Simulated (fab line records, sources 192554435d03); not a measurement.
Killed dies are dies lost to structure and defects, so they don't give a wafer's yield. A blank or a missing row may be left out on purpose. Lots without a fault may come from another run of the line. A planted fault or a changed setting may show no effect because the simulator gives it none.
Which tool did it? | flow n5_finfet | 12 lots, 36 wafers sampled, at 1 step of a route of 1938

WHAT THE GAUGES READ, wafer by wafer
N5_MOL_CONTACT_COAG_OVL_MEAS_41.
lot  | measured     | on         | VD_OVL (nm)
L075 | day 5 13:49  | overlay-02 | -1.3 -1.4 -1.8
L077 | day 5 20:40  | overlay-01 | -1.2 -1.4 -0.6
L079 | day 6 10:32  | overlay-02 | 0.2 0.3 1.4
L081 | day 6 19:17  | overlay-02 | 0.2 -0.3 -1.1
L083 | day 7 11:50  | overlay-01 | -0.8 -0.5 0.1
L085 | day 8 02:29  | overlay-01 | -0.7 -0.7 0.6
L087 | day 8 11:13  | overlay-02 | -0.5 -0.3 -0.4
L089 | day 8 19:10  | overlay-02 | -1.0 -0.8 -0.6
L091 | day 9 07:28  | overlay-02 | -0.9 0.1 0.8
L093 | day 9 19:13  | overlay-01 | -0.8 -1.0 -0.1
L095 | day 10 09:13 | overlay-01 | -0.6 -0.9 -1.1
L097 | day 11 01:01 | overlay-01 | 0.3 -0.7 -0.3

WHICH TOOL RAN EACH LOT (tool, then ch and the chambers of the sampled wafers, then the start)
The record holds no process step before these readings.

THE ANSWER, worked out from the rows above alone
Rule: what is usual is taken from the lots themselves. Put in order of their means at a reading, lots are off if they are a third of the lots or fewer, leave a main group of 4 or more, and stand apart from it by a gap of 3 or more times the standard deviation of the main group's means; of several such gaps the widest counts. A main group whose means are all the same, to the digits that the tables above print for the reading, isn't used. A lot without any number at a reading at which 4 lots or more have one is off too. The other lots that the step has rows for count as sound.
No lot is off at any reading shown: from this, nothing can be told.

WHAT THE SIMULATOR HAD PUT IN
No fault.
